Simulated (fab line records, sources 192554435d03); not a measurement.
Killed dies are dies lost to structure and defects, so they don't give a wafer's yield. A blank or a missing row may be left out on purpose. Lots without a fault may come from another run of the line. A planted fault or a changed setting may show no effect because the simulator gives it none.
fab line records | flow n5_finfet
record lots=10 wafers=30 last_day=18
route steps=1938 shown BEOL_M15@1806 MIM_BOT@1833 PASSIVATION@1936
lots that met no fault: from a run of the same line without faults
start_h: hours from the record's first day to the start of the lot's first wafer shown | wait_h: hours since the lot's step before | " the same as in the row above | L1.1+2: a row that stands for several wafers | - no value, or no start given | * or withheld: withheld | < > ~ a bound
route shown NAME@n: a module of which the file shows steps, and the number in the route of the first | usual: mean/standard deviation of fault-free wafers | same: alike in all rows | chamber/n: place in a boat | sites: the reading at each site | _std_site: their standard deviation | _edge_site: outer sites' mean less inner sites' | radius_mm: how far each site lies from the wafer's centre | mask NAME#n: copy n | behind: the tool/chamber that last shaped the wafer | hold: why the lot was held/for how many hours/how that ended | device: the transistor (n, p or np) that didn't switch | end of line: the same wafers' tests at the end of the route | a step without rows: its recipe alone | killed: dies lost to structure and defects at the first sort, not the wafer's yield | map: a wafer's dies, x killed, . not, _ none there
set.NAME: the setting as run; set.NAME@STEP: as run at that earlier step | model.NAME: the simulator's own value behind a step, which no gauge read
steps of the route over a sample of lots; a table a step, a row a wafer
services: from which hour (start_h, from the record's first day; less than 0 if before it) a tool's chamber was out of use, for how many hours, and why
## steps
# step N5_BEOL_M15_INSPECT_30
# recipe mode=adi inspect_instrument=macro
# usual raw_defect_count=1.9/1.4
# columns lot.wafer tool chamber start_h wait_h raw_defect_count
L171.3 defect_inspect-01 - 242.14 0.0 3
L171.5 " - " " 2
L171.6 " - " " 2
L173.1 defect_inspect-01 - 244.77 0.0 2
L173.4 " - " " 2
L173.6 " - " " 1
L172.2 defect_inspect-02 - 260.17 0.0 0
L172.5 " - " " 3
L172.6 " - " " 0
L174.2 defect_inspect-01 - 270.44 0.0 2
L174.3 " - " " 3
L174.4 " - " " 2
L177.1 defect_inspect-01 - 297.17 0.0 3
L177.2 " - " " 2
L177.3 " - " " 2
L181.1 defect_inspect-02 - 314.13 0.0 0
L181.2 " - " " 2
L181.5 " - " " 1
L182.4 defect_inspect-01 - 334.28 0.0 1
L182.5 " - " " 1
L182.6 " - " " 3
L191.1 defect_inspect-02 - 381.63 0.0 4
L191.2 " - " " 0
L191.3 " - " " 1
L192.3 defect_inspect-02 - 387.32 0.0 3
L192.5 " - " " 1
L192.6 " - " " 5
L193.2 defect_inspect-02 - 391.89 0.0 3
L193.3 " - " " 2
L193.5 " - " " 1
# step N5_BEOL_M15_STRIP_36
# recipe chemistry=O2 power_w=600 temp_c=60 pressure_mtorr=30 rf_frequency_hz=6e+07 bias_power_w=0 overash_fraction=0.3 o2_flow_sccm=225
# usual drypump_motor_current_A=5.9/0.45 oes_product_au=0.77/0.091 rf_vpp_V=3.4/0.95 showerhead_plenum_p_Torr=2.07/0.088 throttle_valve_pct=16.73/0.29
# columns lot.wafer tool chamber start_h wait_h drypump_motor_current_A oes_product_au rf_hours_counter_h rf_vpp_V showerhead_plenum_p_Torr throttle_valve_pct
L171.3 rie_diel-01 2 245.84 3.4 5.4 0.70 206 6.6 2.19 17.00
L171.5 " 2 " " 5.4 0.71 - 2.4 2.19 17.01
L171.6 " 1 " " 5.5 0.91 - 5.0 2.12 16.48
L173.1 rie_diel-01 2 246.88 1.8 5.4 0.70 207 2.9 2.19 16.99
L173.4 " 0 " " 5.5 0.68 244 4.7 2.07 16.99
L173.6 " 3 " " 5.4 0.76 - 6.1 2.09 16.98
L172.2 rie_diel-06 2 261.01 0.5 5.6 0.95 9 3.4 2.05 16.78
L172.5 " 2 " " 5.6 0.96 - 3.1 2.05 16.78
L172.6 " 1 " " 6.5 0.85 - 1.0 2.19 16.47
L174.2 rie_diel-03 2 271.63 0.8 6.2 0.67 229 3.5 2.12 16.75
L174.3 " 3 " " 5.8 0.75 140 2.8 1.99 16.25
L174.4 " 1 " " 6.8 0.66 225 3.7 1.99 17.11
L177.1 rie_diel-03 3 297.54 0.1 5.8 0.74 147 3.6 1.98 16.26
L177.2 " 0 " " 5.7 0.73 191 1.6 2.17 17.09
L177.3 " 1 " " 6.8 0.66 233 2.9 1.99 17.11
L181.1 rie_diel-03 2 314.49 0.0 6.2 0.67 241 1.9 2.12 16.77
L181.2 " 3 " " 5.8 0.75 152 3.8 1.98 16.23
L181.5 " 1 " " 6.9 0.66 - 3.5 1.99 17.15
L182.4 rie_diel-03 0 335.97 1.4 5.8 0.72 202 4.7 2.17 17.11
L182.5 " 2 " " 6.3 0.65 - 5.1 2.12 16.80
L182.6 " 1 " " 6.8 0.65 - 4.3 1.99 17.15
L191.1 rie_diel-06 1 383.22 1.3 6.5 0.79 95 4.0 2.18 16.53
L191.2 " 0 " " 6.5 0.70 248 3.5 1.98 16.53
L191.3 " 3 " " 5.9 0.73 188 3.5 1.90 16.46
L192.3 rie_diel-01 3 388.78 1.1 5.4 0.71 - 3.2 2.07 17.07
L192.5 " 0 " " 5.5 0.89 - 2.3 2.06 16.61
L192.6 " 3 " " 5.4 0.73 - 4.0 2.07 17.10
L193.2 rie_diel-06 3 400.35 8.1 5.9 0.72 194 3.9 1.90 16.42
L193.3 " 2 " " 5.6 0.88 47 4.2 2.04 16.87
L193.5 " 1 " " 6.5 0.81 - 3.2 2.17 16.55
# step N5_BEOL_M15_SPUTTER_43
# recipe material=TaN target_thk_a=150 temp_c=50 bias_v=168.6 power_w=15000 chamber_pressure_pa=0.12 time_s=24.19
# usual substrate_temp_c=49.99/0.12 throttle_valve_pct=30.6/1.1
# columns lot.wafer tool chamber start_h wait_h substrate_temp_c throttle_valve_pct
L171.3 pvd_sputter-03 - 246.75 0.0 50.22 31.7
L171.5 " - " " 49.98 31.5
L171.6 " - " " 50.20 31.7
L173.1 pvd_sputter-02 - 247.44 0.0 50.02 30.8
L173.4 " - " " 50.01 29.2
L173.6 " - " " 49.98 29.3
L172.2 pvd_sputter-02 - 261.78 0.0 49.72 30.6
L172.5 " - " " 50.03 30.9
L172.6 " - " " 49.81 30.7
L174.2 pvd_sputter-01 - 272.30 0.0 50.01 28.4
L174.3 " - " " 50.07 27.1
L174.4 " - " " 50.26 30.9
L177.1 pvd_sputter-02 - 297.96 0.0 49.84 30.2
L177.2 " - " " 50.06 31.0
L177.3 " - " " 50.05 30.4
L181.1 pvd_sputter-02 - 315.03 0.0 49.79 30.5
L181.2 " - " " 49.82 31.1
L181.5 " - " " 50.08 30.8
L182.4 pvd_sputter-03 - 337.54 0.0 49.83 31.1
L182.5 " - " " 49.86 31.4
L182.6 " - " " 50.19 31.8
L191.1 pvd_sputter-02 - 383.79 0.0 50.18 31.1
L191.2 " - " " 49.92 30.2
L191.3 " - " " 49.96 30.7
L192.3 pvd_sputter-02 - 389.90 0.0 49.97 30.9
L192.5 " - " " 50.16 29.0
L192.6 " - " " 49.87 30.4
L193.2 pvd_sputter-01 - 400.78 0.0 50.18 30.8
L193.3 " - " " 50.07 27.2
L193.5 " - " " 50.03 27.3
# step N5_BEOL_M15_CMP_49
# recipe stop_on=SiO2 t_overpolish_s=4.9 down_force_psi=2 platen_rpm=80 clearing_platen_down_force_psi=2 clearing_platen_rpm=80 post_cmp_clean=cu_alkaline target_thk_nm=850 clearing_platen_pad_velocity_m_s=1.5917 pad_velocity_m_s=1.5917
# usual barrier_field_endpoint_s=11.4/0.37 edge_zone_pressure_frac=1.000/0.0048 motor_current_A=8.0/0.89 platen_rpm=80.00/0.049 slurry_filter_dp_kPa=13.51/0.14
# columns lot.wafer tool chamber start_h wait_h barrier_field_endpoint_s edge_zone_pressure_frac motor_current_A platen_rpm slurry_filter_dp_kPa
L171.3 cmp-02 0 247.58 0.2 11.9 0.995 7.4 80.05 13.61
L171.6 " 0 " " 11.9 0.992 7.5 79.97 13.78
L171.5 " 1 " " 11.7 0.998 9.1 80.06 13.56
L173.1 cmp-02 3 248.26 0.3 11.3 1.002 8.3 79.92 13.39
L173.4 " 1 " " 11.8 0.988 9.5 80.01 13.42
L173.6 " 0 " " 11.7 1.007 7.2 79.91 13.47
L172.2 cmp-02 2 262.73 0.3 11.3 1.004 6.2 80.05 13.54
L172.6 " 3 " " 11.5 1.004 8.4 79.99 13.56
L172.5 " 0 " " 11.7 1.002 7.3 80.04 13.33
L174.2 cmp-04 2 273.47 0.4 11.3 1.004 7.7 79.97 13.48
L174.4 " 0 " " 11.4 0.997 8.3 79.94 13.38
L174.3 " 1 " " 10.8 1.005 7.8 79.99 13.45
L177.1 cmp-04 2 298.79 0.3 11.6 1.003 7.7 79.95 13.58
L177.3 " 0 " " 11.9 1.006 8.5 79.96 13.48
L177.2 " 1 " " 11.7 1.000 7.8 79.99 13.54
L181.1 cmp-04 3 315.89 0.3 10.8 0.996 8.0 80.02 13.55
L181.2 " 2 " " 11.6 1.001 8.0 80.02 13.72
L181.5 " 0 " " 12.0 0.995 8.7 80.07 13.59
L182.4 cmp-04 3 338.32 0.1 10.8 1.000 7.6 80.01 13.33
L182.5 " 3 " " 11.2 0.998 7.6 80.00 13.47
L182.6 " 0 " " 11.9 0.990 8.2 79.94 13.61
L191.2 cmp-04 0 384.64 0.2 11.3 1.001 8.3 79.95 13.27
L191.3 " 1 " " 11.3 1.003 7.4 79.97 13.82
L191.1 " 2 " " 9.8 0.997 7.8 80.05 13.67
L192.3 cmp-03 2 390.76 0.2 11.5 1.008 9.8 80.00 13.68
L192.6 " 1 " " 12.0 1.003 9.0 80.06 13.53
L192.5 " 2 " " 10.2 1.001 9.5 79.94 13.44
L193.3 cmp-03 3 401.99 0.2 11.5 1.001 8.0 79.95 13.44
L193.2 " 0 " " 11.4 0.992 8.3 80.04 13.70
L193.5 " 0 " " 11.3 1.000 8.1 80.02 13.76
# step N5_MIM_BOT_SPUTTER_00
# recipe material=TiN target_thk_a=350 temp_c=200 power_w=3000 chamber_pressure_pa=0.49996 gas=Ar reactive_partial_pa=0.37997 time_s=89.7
# usual substrate_temp_c=200.00/0.17 throttle_valve_pct=30.1/1.2
# columns lot.wafer tool chamber start_h wait_h substrate_temp_c throttle_valve_pct
L171.3 pvd_sputter-03 - 250.09 0.0 199.92 31.1
L171.5 " - " " 199.70 31.6
L171.6 " - " " 200.20 31.2
L173.1 pvd_sputter-03 - 250.25 0.0 199.78 30.9
L173.4 " - " " 200.10 31.5
L173.6 " - " " 200.20 31.9
L172.2 pvd_sputter-01 - 266.07 0.0 200.27 29.2
L172.5 " - " " 199.98 26.9
L172.6 " - " " 200.37 28.8
L174.2 pvd_sputter-02 - 275.66 0.0 200.08 30.4
L174.3 " - " " 200.37 30.8
L174.4 " - " " 200.12 29.2
L177.1 pvd_sputter-01 - 300.82 0.0 199.77 30.8
L177.2 " - " " 200.03 27.0
L177.3 " - " " 200.06 28.9
L181.1 pvd_sputter-01 - 317.58 0.0 200.32 28.3
L181.2 " - " " 199.99 30.8
L181.5 " - " " 200.06 30.9
L182.4 pvd_sputter-01 - 339.86 0.0 200.17 28.4
L182.5 " - " " 199.61 27.3
L182.6 " - " " 200.10 29.0
L191.1 pvd_sputter-02 - 387.18 0.0 200.02 29.3
L191.2 " - " " 199.71 31.0
L191.3 " - " " 200.16 30.4
L192.3 pvd_sputter-02 - 393.97 0.0 200.19 30.5
L192.5 " - " " 200.00 30.7
L192.6 " - " " 199.80 30.9
L193.2 pvd_sputter-02 - 407.23 0.0 200.29 30.4
L193.3 " - " " 199.80 30.6
L193.5 " - " " 199.99 31.0
# step N5_PASSIVATION_PROBE_49
# usual defect_limited_yield=91.2/1.6 killed_at_M0_to_M3=34/11 killed_at_M4_up=13/5.2 killed_at_contacts=13/6.3 killed_at_front_end=40/14 killed_at_other=3.2/2.4 killed_dies=104/19 killed_open=69/14 killed_short=32/7.5 sort_bin_4_leakage=0.00/0.04 sort_bin_5_function=5.3/1.1 sort_bin_6_memory=3.2/0.73 sort_bin_8_speed=0.01/0.038 sort_n_pass=1076/19 sort_yield_pct=91.2/1.6
# same gross_dies=1180 killed_at_back_side=0
# columns lot.wafer tool chamber start_h wait_h defect_limited_yield[%] killed_at_M0_to_M3 killed_at_M4_up killed_at_contacts killed_at_front_end killed_at_other killed_dies killed_open killed_short sort_bin_4_leakage[%] sort_bin_5_function[%] sort_bin_6_memory[%] sort_bin_8_speed[%] sort_n_pass sort_yield_pct[%]
L171.3 prober-02 - 262.79 0.1 92.5 17 19 24 29 0 89 61 25 0 5.8 1.6 0 1091 92.5
L171.5 prober-02 - 262.89 0.2 93.2 23 9 20 26 2 80 47 32 0 3.8 2.7 0 1100 93.2
L171.6 prober-02 - 262.94 0.3 94.9 21 5 10 17 7 60 32 25 0 3.1 2.0 0 1120 94.9
L173.1 prober-02 - 264.15 0.0 91.9 26 19 12 38 0 95 64 28 0 5.3 2.7 0.08 1084 91.9
L173.4 prober-02 - 264.30 0.2 90.9 20 12 22 50 3 107 81 26 0 6.3 2.7 0 1073 90.9
L173.6 prober-02 - 264.40 0.3 93.6 16 18 13 26 3 76 53 20 0 3.6 2.6 0 1104 93.6
L172.2 prober-02 - 277.20 0.1 90.6 10 7 19 72 3 111 77 31 0 5.4 3.6 0 1069 90.6
L172.5 prober-02 - 277.35 0.2 92.0 23 10 11 48 2 94 64 26 0.34 3.6 3.6 0 1082 91.7
L172.6 prober-02 - 277.40 0.3 90.5 24 16 12 59 1 112 74 37 0 6.2 3.1 0 1068 90.5
L174.2 prober-01 - 287.47 0.1 90.9 32 14 17 42 2 107 73 34 0 5.0 3.7 0 1073 90.9
L174.3 prober-01 - 287.52 0.1 90.8 43 18 21 26 1 109 79 29 0 5.3 3.7 0 1071 90.8
L174.4 prober-01 - 287.57 0.2 91.0 26 13 23 42 2 106 68 38 0 5.3 3.4 0 1074 91.0
L177.1 prober-01 - 314.94 0.0 90.4 41 11 12 37 12 113 70 32 0 5.8 3.1 0.08 1066 90.3
L177.2 prober-01 - 314.99 0.1 93.4 27 13 13 22 3 78 50 25 0 3.8 2.5 0 1102 93.4
L177.3 prober-01 - 315.04 0.1 91.3 40 13 17 28 5 103 65 36 0 5.3 3.1 0 1077 91.3
L181.1 prober-02 - 328.90 0.0 89.5 30 12 18 60 4 124 82 40 0 6.3 4.1 0 1056 89.5
L181.2 prober-02 - 328.95 0.1 90.4 34 12 8 55 4 113 64 47 0 5.3 4.1 0.08 1066 90.3
L181.5 prober-02 - 329.10 0.2 90.2 37 11 15 48 5 116 76 39 0 5.8 3.6 0 1064 90.2
L182.4 prober-02 - 358.62 0.2 93.1 28 12 7 33 1 81 36 42 0 4.4 2.1 0 1099 93.1
L182.5 prober-02 - 358.67 0.2 90.8 27 15 24 40 3 109 77 30 0 5.3 3.6 0.08 1071 90.8
L182.6 prober-02 - 358.72 0.3 93.1 22 9 21 30 0 82 56 26 0 4.5 2.2 0 1098 93.1
L191.1 prober-02 - 400.46 0.0 91.7 24 7 23 43 1 98 60 37 0 5.8 2.2 0 1082 91.7
L191.2 prober-02 - 400.51 0.1 90.9 49 11 8 38 1 107 69 33 0 5.8 2.8 0 1073 90.9
L191.3 prober-02 - 400.56 0.1 89.8 38 21 21 39 1 120 88 32 0 6.7 3.1 0 1060 89.8
L192.3 prober-02 - 406.53 0.1 90.3 29 18 4 58 6 115 73 36 0 5.0 4.2 0 1065 90.3
L192.5 prober-02 - 406.63 0.2 93.9 30 12 3 27 0 72 43 29 0 3.9 2.0 0 1108 93.9
L192.6 prober-02 - 406.68 0.3 92.1 30 5 13 41 4 93 59 34 0 4.6 3.0 0 1087 92.1
L193.2 prober-02 - 421.61 0.1 91.9 25 18 16 34 3 96 69 24 0 4.1 3.4 0 1084 91.9
L193.3 prober-02 - 421.66 0.1 90.9 26 22 8 51 0 107 73 31 0 5.7 3.3 0 1073 90.9
L193.5 prober-02 - 421.76 0.2 90.5 32 19 2 59 0 112 69 40 0 5.6 3.4 0 1068 90.5
# killed by level:class
L171.3 MOL_CONTACT_COAG:geometric_particle:open=17 FIN_SAQP:geometric_particle:short=8 BEOL_M3:geometric_particle:open=6 MOL_CONTACT_COAG:geometric_particle:short=6 FIN_SAQP:geometric_particle:open=5 DUMMY_GATE:geometric_particle:open=5 BEOL_M4:geometric_particle:open=5 ILD0:geometric_particle:open=4
L171.5 MOL_CONTACT_COAG:geometric_particle:open=18 FIN_SAQP:geometric_particle:short=7 DUMMY_GATE:geometric_particle:open=6 BEOL_M0_SAQP:geometric_particle:short=6 BEOL_M0_SAQP:geometric_particle:open=5 FIN_SAQP:geometric_particle:open=4 GATE_CUT:geometric_particle:short=3 BEOL_M3:geometric_particle:open=3
L171.6 BEOL_M0_SAQP:geometric_particle:short=7 MOL_CONTACT_COAG:geometric_particle:open=6 STI_FIN_REVEAL:geometric_particle:open=5 BEOL_M3:geometric_particle:open=5 STARTING-WAFER:geometric_particle:open=5 MOL_CONTACT_COAG:geometric_particle:short=4 PASS1_CAP:geometric_particle:short=4 BEOL_M0_SAQP:geometric_particle:open=3
L173.1 MOL_CONTACT_COAG:geometric_particle:open=11 FIN_SAQP:geometric_particle:short=9 FIN_SAQP:geometric_particle:open=7 DUMMY_GATE:geometric_particle:open=5 BEOL_M0_SAQP:geometric_particle:open=5 BEOL_M2:geometric_particle:open=5 BEOL_M4:geometric_particle:open=5 BEOL_M0:geometric_particle:open=4
L173.4 MOL_CONTACT_COAG:geometric_particle:open=18 FIN_SAQP:geometric_particle:open=12 BEOL_M2:geometric_particle:open=10 FIN_SAQP:geometric_particle:short=8 STI_FIN_REVEAL:geometric_particle:open=6 DUMMY_GATE:geometric_particle:open=5 STARTING-WAFER:geometric_particle:open=5 MOL_CONTACT_COAG:geometric_particle:short=4
L173.6 MOL_CONTACT_COAG:geometric_particle:open=11 BEOL_M4:geometric_particle:open=8 FIN_SAQP:geometric_particle:open=7 BEOL_M2:geometric_particle:open=7 STI_FIN_REVEAL:geometric_particle:open=6 BEOL_M5:geometric_particle:open=4 DUMMY_GATE:geometric_particle:short=3 BEOL_M0_SAQP:geometric_particle:short=3
L172.2 STI_FIN_REVEAL:geometric_particle:open=24 FIN_SAQP:geometric_particle:open=16 MOL_CONTACT_COAG:geometric_particle:open=16 GATE_CUT:geometric_particle:short=9 STI_FIN_REVEAL:geometric_particle:short=5 BEOL_M4:geometric_particle:open=5 FIN_SAQP:geometric_particle:short=3 MOL_CONTACT_COAG:geometric_particle:short=3
L172.5 STI_FIN_REVEAL:geometric_particle:open=17 MOL_CONTACT_COAG:geometric_particle:open=9 DUMMY_GATE:geometric_particle:open=7 GATE_CUT:geometric_particle:short=7 BEOL_M2:geometric_particle:open=6 BEOL_M0_SAQP:geometric_particle:open=6 FIN_SAQP:geometric_particle:open=4 FIN_SAQP:geometric_particle:short=3
L172.6 STI_FIN_REVEAL:geometric_particle:open=17 MOL_CONTACT_COAG:geometric_particle:open=11 FIN_SAQP:geometric_particle:short=10 BEOL_M4:geometric_particle:open=10 GATE_CUT:geometric_particle:short=8 BEOL_M0_SAQP:geometric_particle:open=8 FIN_SAQP:geometric_particle:open=6 BEOL_M0_SAQP:geometric_particle:short=6
L174.2 MOL_CONTACT_COAG:geometric_particle:open=12 BEOL_M2:geometric_particle:open=11 FIN_SAQP:geometric_particle:open=10 FIN_SAQP:geometric_particle:short=7 BEOL_M4:geometric_particle:open=6 BEOL_M0_SAQP:geometric_particle:open=6 STI_FIN_REVEAL:geometric_particle:open=5 MOL_CONTACT_COAG:geometric_particle:short=5
L174.3 MOL_CONTACT_COAG:geometric_particle:open=20 BEOL_M1:geometric_particle:open=12 BEOL_M0_SAQP:geometric_particle:open=12 BEOL_M0_SAQP:geometric_particle:short=8 STI_FIN_REVEAL:geometric_particle:open=5 BEOL_M4:geometric_particle:open=5 BEOL_M2:geometric_particle:open=4 FIN_SAQP:geometric_particle:short=3
L174.4 MOL_CONTACT_COAG:geometric_particle:open=20 FIN_SAQP:geometric_particle:open=8 BEOL_M2:geometric_particle:open=8 FIN_SAQP:geometric_particle:short=8 STI_FIN_REVEAL:geometric_particle:open=6 BEOL_M0_SAQP:geometric_particle:open=6 GATE_CUT:geometric_particle:short=5 STI_FIN_REVEAL:geometric_particle:short=4
L177.1 STI_FIN_REVEAL:geometric_particle:open=10 MOL_CONTACT_COAG:geometric_particle:open=10 BEOL_M0_SAQP:geometric_particle:open=9 BEOL_M3:geometric_particle:open=9 BEOL_M2:geometric_particle:open=8 FIN_SAQP:geometric_particle:open=6 BEOL_M0_SAQP:geometric_particle:short=5 HKMG_FIN:area_etch=5
L177.2 MOL_CONTACT_COAG:geometric_particle:open=10 BEOL_M2:geometric_particle:open=9 FIN_SAQP:geometric_particle:open=7 BEOL_M4:geometric_particle:short=6 BEOL_M0_SAQP:geometric_particle:open=4 DUMMY_GATE:geometric_particle:open=3 GATE_CUT:geometric_particle:open=3 MOL_CONTACT_COAG:geometric_particle:short=3
L177.3 MOL_CONTACT_COAG:geometric_particle:open=14 BEOL_M0_SAQP:geometric_particle:short=13 STI_FIN_REVEAL:geometric_particle:open=8 BEOL_M2:geometric_particle:open=7 BEOL_M0_SAQP:geometric_particle:open=6 BEOL_M3:geometric_particle:open=5 BEOL_M5:geometric_particle:open=5 GATE_CUT:geometric_particle:short=4
L181.1 FIN_SAQP:geometric_particle:open=23 BEOL_M2:geometric_particle:open=16 MOL_CONTACT_COAG:geometric_particle:open=13 FIN_SAQP:geometric_particle:short=11 MOL_CONTACT_COAG:geometric_particle:short=5 STI_FIN_REVEAL:geometric_particle:open=4 BEOL_M4:geometric_particle:open=4 DUMMY_GATE:geometric_particle:open=3
L181.2 FIN_SAQP:geometric_particle:short=23 FIN_SAQP:geometric_particle:open=11 BEOL_M2:geometric_particle:open=10 MOL_CONTACT_COAG:geometric_particle:open=7 BEOL_M0_SAQP:geometric_particle:open=7 BEOL_M0_SAQP:geometric_particle:short=4 BEOL_M3:geometric_particle:short=4 BEOL_M5:geometric_particle:open=4
L181.5 MOL_CONTACT_COAG:geometric_particle:open=14 FIN_SAQP:geometric_particle:short=10 BEOL_M0_SAQP:geometric_particle:open=9 BEOL_M0_SAQP:geometric_particle:short=8 GATE_CUT:geometric_particle:short=7 FIN_SAQP:geometric_particle:open=6 BEOL_M2:geometric_particle:open=6 BEOL_M4:geometric_particle:open=6
L182.4 FIN_SAQP:geometric_particle:short=10 BEOL_M0_SAQP:geometric_particle:short=9 STI_FIN_REVEAL:geometric_particle:open=6 MOL_CONTACT_COAG:geometric_particle:open=5 FIN_SAQP:geometric_particle:open=4 GATE_CUT:geometric_particle:short=4 BEOL_M0_SAQP:geometric_particle:open=4 BEOL_M2:geometric_particle:open=4
L182.5 MOL_CONTACT_COAG:geometric_particle:open=18 FIN_SAQP:geometric_particle:open=10 BEOL_M4:geometric_particle:open=7 FIN_SAQP:geometric_particle:short=6 STI_FIN_REVEAL:geometric_particle:open=6 BEOL_M0_SAQP:geometric_particle:open=6 BEOL_M0_SAQP:geometric_particle:short=6 BEOL_M2:geometric_particle:open=6
L182.6 MOL_CONTACT_COAG:geometric_particle:open=19 BEOL_M0_SAQP:geometric_particle:open=10 ILD0:geometric_particle:short=5 BEOL_M0_SAQP:geometric_particle:short=5 STI_FIN_REVEAL:geometric_particle:open=4 DUMMY_GATE:geometric_particle:open=3 ILD0:geometric_particle:open=3 GATE_CUT:geometric_particle:short=3
L191.1 MOL_CONTACT_COAG:geometric_particle:open=15 FIN_SAQP:geometric_particle:short=14 MOL_CONTACT_COAG:geometric_particle:short=8 STI_FIN_REVEAL:geometric_particle:open=7 FIN_SAQP:geometric_particle:open=6 BEOL_M2:geometric_particle:open=6 BEOL_M3:geometric_particle:open=5 BEOL_M0_SAQP:geometric_particle:open=5
L191.2 BEOL_M2:geometric_particle:open=18 BEOL_M0_SAQP:geometric_particle:short=10 BEOL_M1:geometric_particle:open=8 STI_FIN_REVEAL:geometric_particle:open=6 DUMMY_GATE:geometric_particle:open=6 MOL_CONTACT_COAG:geometric_particle:open=6 BEOL_M0:geometric_particle:open=6 FIN_SAQP:geometric_particle:short=5
L191.3 MOL_CONTACT_COAG:geometric_particle:open=16 BEOL_M2:geometric_particle:open=14 FIN_SAQP:geometric_particle:short=9 BEOL_M1:geometric_particle:open=9 STI_FIN_REVEAL:geometric_particle:open=8 FIN_SAQP:geometric_particle:open=7 DUMMY_GATE:geometric_particle:open=6 MOL_CONTACT_COAG:geometric_particle:short=5
L192.3 FIN_SAQP:geometric_particle:open=15 DUMMY_GATE:geometric_particle:open=12 BEOL_M3:geometric_particle:open=11 FIN_SAQP:geometric_particle:short=9 GATE_CUT:geometric_particle:short=6 MOL_CONTACT_COAG:geometric_particle:open=4 BEOL_M0_SAQP:geometric_particle:short=4 BEOL_M0_SAQP:geometric_particle:open=4
L192.5 BEOL_M3:geometric_particle:open=10 FIN_SAQP:geometric_particle:short=9 BEOL_M3:geometric_particle:short=6 FIN_SAQP:geometric_particle:open=5 BEOL_M0_SAQP:geometric_particle:short=5 STARTING-WAFER:geometric_particle:open=5 BEOL_M1:geometric_particle:open=4 MOL_CONTACT_COAG:geometric_particle:open=3
L192.6 MOL_CONTACT_COAG:geometric_particle:open=13 FIN_SAQP:geometric_particle:open=11 FIN_SAQP:geometric_particle:short=10 BEOL_M3:geometric_particle:open=7 GATE_CUT:geometric_particle:short=5 DUMMY_GATE:geometric_particle:open=4 BEOL_M1:geometric_particle:open=4 BEOL_M2:geometric_particle:open=4
L193.2 MOL_CONTACT_COAG:geometric_particle:open=14 STI_FIN_REVEAL:geometric_particle:open=12 BEOL_M4:geometric_particle:open=7 BEOL_M0_SAQP:geometric_particle:short=6 FIN_SAQP:geometric_particle:open=5 BEOL_M0_SAQP:geometric_particle:open=5 GATE_CUT:geometric_particle:open=4 BEOL_M0:geometric_particle:open=4
L193.3 FIN_SAQP:geometric_particle:open=23 BEOL_M4:geometric_particle:open=9 STI_FIN_REVEAL:geometric_particle:open=6 MOL_CONTACT_COAG:geometric_particle:open=6 BEOL_M0_SAQP:geometric_particle:short=5 BEOL_M0_SAQP:geometric_particle:open=5 BEOL_M1:geometric_particle:open=4 BEOL_M4:geometric_particle:short=4
L193.5 FIN_SAQP:geometric_particle:open=15 STI_FIN_REVEAL:geometric_particle:open=14 FIN_SAQP:geometric_particle:short=11 BEOL_M0_SAQP:geometric_particle:open=9 BEOL_M4:geometric_particle:open=9 BEOL_M0_SAQP:geometric_particle:short=4 GATE_CUT:geometric_particle:open=4 GATE_CUT:geometric_particle:short=4
## services
# columns tool chamber start_h hours kind
cmp-03 - 230.23 0.5 repair
cmp-04 - 243.09 7.8 pm
cmp-04 - 254.72 11.9 pm
cmp-02 - 271.79 4.5 repair
cmp-03 - 273.50 26.7 repair
rie_diel-01 1 293.98 4.3 repair
rie_diel-03 - 297.78 2.8 pm
cmp-04 - 301.98 4.0 pm
cmp-03 - 302.15 15.6 pm
cmp-04 - 305.98 - consumable_replace:conditioner
cmp-04 - 305.98 - consumable_replace:pad
cmp-03 - 326.82 6.2 pm
rie_diel-01 - 333.66 2.8 pm
rie_diel-03 2 348.96 - clean
rie_diel-03 2 348.96 - consumable_replace:focus_ring
cmp-03 - 354.59 0.9 repair
cmp-04 - 358.00 2.3 repair
rie_diel-06 2 371.77 13.6 repair
cmp-03 - 377.29 1.1 repair
cmp-02 - 380.38 4.0 pm
rie_diel-01 1 388.45 10.8 repair
cmp-02 - 389.88 3.8 repair
pvd_sputter-03 - 394.19 6.1 repair
pvd_sputter-01 - 401.18 5.6 repair
## key
first_sign step=N5_BEOL_M15_CMP_49 reading=barrier_field_endpoint_s direction=down sigmas=3.7 usual=11.4 struck=10.0
effect none on later readings
met_at N5_BEOL_M15_SPUTTER_43
struck_lots L191,L192
struck_wafers L191.1,L192.5
not_acting_at N5_BEOL_M15_INSPECT_30,N5_BEOL_M15_STRIP_36,N5_MIM_BOT_SPUTTER_00
onset_between 315.03 383.79
fault kind=process_parameter_drift tool=pvd_sputter-02 chamber=- onset_h=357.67 steps=N5_BEOL_M15_SPUTTER_43 channel=time_s offset=* shape=step end_h=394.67 scope=struck_wafers_only acts_in=* stated=*
